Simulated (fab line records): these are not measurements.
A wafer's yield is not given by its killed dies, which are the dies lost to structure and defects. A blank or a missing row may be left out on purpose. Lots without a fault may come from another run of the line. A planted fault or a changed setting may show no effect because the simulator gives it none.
What tool caused it? ; flow nandHarc ; 36 wafers from 12 lots sampled at 4 of the route's 1302 steps

## WHAT THE GAUGES SHOWED, per wafer
NHARC_A_CONTACT_CD_MEAS_80.
lot;measured;on;cdNm (nm)
L755;day 22 12:03;cdSem-01;290.1 289.9 290.3
L757;day 23 02:20;cdSem-01;289.5 289.9 289.5
L758;day 23 15:20;cdSem-03;290.1 290.0 290.2
L762;day 24 21:07;cdSem-03;288.4 288.4 288.1
L765;day 26 07:50;cdSem-02;289.7 289.3 289.4
L766;day 27 03:34;cdSem-03;290.6 290.1 290.5
L769;day 28 01:53;cdSem-02;288.6 288.8 288.7
L767;day 28 07:50;cdSem-03;289.6 289.1 289.9
L770;day 28 09:41;cdSem-02;290.2 290.2 289.7
L774;day 30 13:06;cdSem-03;289.3 289.6 289.7
L775;day 30 16:38;cdSem-03;290.0 289.7 289.3
L777;day 31 21:13;cdSem-01;289.5 289.0 288.8

NHARC_A_CONTACT_CD_MEAS_08: target cd 200 nm.
lot;measured;on;cdNm (nm)
L755;day 22 18:34;cdSem-01;200.6 200.0 200.4
L757;day 23 05:40;cdSem-01;199.6 199.5 199.9
L758;day 23 19:46;cdSem-01;200.6 200.2 199.2
L762;day 25 01:09;cdSem-03;197.9 198.0 198.8
L765;day 26 13:40;cdSem-02;198.6 198.2 198.6
L766;day 27 08:46;cdSem-01;200.3 200.1 199.6
L769;day 28 07:11;cdSem-03;200.0 200.1 200.1
L767;day 28 11:14;cdSem-01;200.2 199.8 200.2
L770;day 28 13:06;cdSem-02;200.2 199.8 199.2
L774;day 30 16:38;cdSem-02;199.3 198.7 199.3
L775;day 30 21:01;cdSem-01;200.5 199.6 199.8
L777;day 32 05:10;cdSem-02;199.3 198.6 199.4

## TOOL THAT RAN EACH LOT (tool first, then ch and the chambers of the sampled wafers, then the start)
lot;NHARC_A_CONTACT_ETCH_131;NHARC_A_CONTACT_EXPOSE_05
L755;harCapEtch-02 ch 0,1, day 22 10:43;arfiScanner-03 ch 0, day 22 18:25
L757;harCapEtch-03 ch 0,1, day 23 00:59;arfiScanner-01 ch 0, day 23 05:32
L758;harCapEtch-01 ch 0,1, day 23 13:59;arfiScanner-03 ch 0, day 23 19:37
L762;harCapEtch-03 ch 0,1, day 24 19:46;arfiScanner-03 ch 0, day 25 01:01
L765;harCapEtch-01 ch 0,1, day 26 06:31;arfiScanner-03 ch 0, day 26 13:31
L766;harCapEtch-02 ch 0,1, day 27 02:16;arfiScanner-01 ch 0, day 27 08:38
L769;harCapEtch-01 ch 0,1, day 28 00:35;arfiScanner-01 ch 0, day 28 07:03
L767;harCapEtch-03 ch 0,1, day 28 06:27;arfiScanner-01 ch 0, day 28 11:07
L770;harCapEtch-01 ch 0,1, day 28 08:18;arfiScanner-02 ch 0, day 28 12:58
L774;harCapEtch-01 ch 0,1, day 30 11:44;arfiScanner-02 ch 0, day 30 16:29
L775;harCapEtch-02 ch 0,1, day 30 15:20;arfiScanner-02 ch 0, day 30 20:53
L777;harCapEtch-01 ch 0,1, day 31 19:55;arfiScanner-02 ch 0, day 32 05:02
- NHARC_A_CONTACT_ETCH_131: etches the open film in C4F8/O2/Ar, time 197 s, target depth 1918 nm.
- NHARC_A_CONTACT_EXPOSE_05: exposes mask A CC.

## WHAT THE TOOLS THEMSELVES READ (means of the sampled wafers that have a number; where no wafer has one, the mark that the record gives instead)
NHARC_A_CONTACT_EXPOSE_05.
lot;tool;exposureDoseMJCm2
L755;arfiScanner-03;84.31
L757;arfiScanner-01;84.23
L758;arfiScanner-03;84.21
L762;arfiScanner-03;82.33
L765;arfiScanner-03;82.58
L766;arfiScanner-01;84.34
L769;arfiScanner-01;84.21
L767;arfiScanner-01;84.22
L770;arfiScanner-02;84.40
L774;arfiScanner-02;84.23
L775;arfiScanner-02;84.13
L777;arfiScanner-02;84.23

## THE ANSWER, worked out from the rows above alone
Rule: what is usual is taken from the lots themselves. The widest of any qualifying gaps counts: lots, ordered by their means at a reading, are off when they make up no more than a third of the lots, leave a main group of 4 or more, and stand apart from it by 3 or more times the standard deviation of that group's means. Not used: any main group whose means are identical at the precision the tables above print for the reading. A lot without any number at a reading at which 4 lots or more have one is off too. All remaining lots with rows at the step are treated as sound. After the gauges, taken in route order, come the tools' own readings; for these a lot's mean is taken, as printed above. The first step at which some lot is off is used, and at that step the reading that is off furthest; a lot without a number counts as furthest.
Off, at NHARC_A_CONTACT_EXPOSE_05 on exposureDoseMJCm2: L762, L765. Mean 84.25 and standard deviation 0.073 in the main group.
A tool fits if, at that step or a process step before it, it ran every lot that is off, and no sound lot after the first of them. One candidate fits, namely arfiScanner-03 at NHARC_A_CONTACT_EXPOSE_05. A fault onset in the window from L758 (day 23 19:37, its last sound lot) to L762 (day 25 01:01, its first lot off) fits.
On the lots that are off, the tool's own readings at NHARC_A_CONTACT_EXPOSE_05 differ by more than 5 times the standard deviation of the sound lots' means, which bears it out; exposureDoseMJCm2 reads 82.45 there versus 84.25 on the sound lots.

## WHAT WAS PUT IN BY THE SIMULATOR
Drift in process parameters on arfiScanner-03 at NHARC_A_CONTACT_EXPOSE_05, starting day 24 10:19. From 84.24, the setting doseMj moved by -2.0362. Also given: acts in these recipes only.
Shown lots that were struck: L762, L765. The rule above reached the same finding.
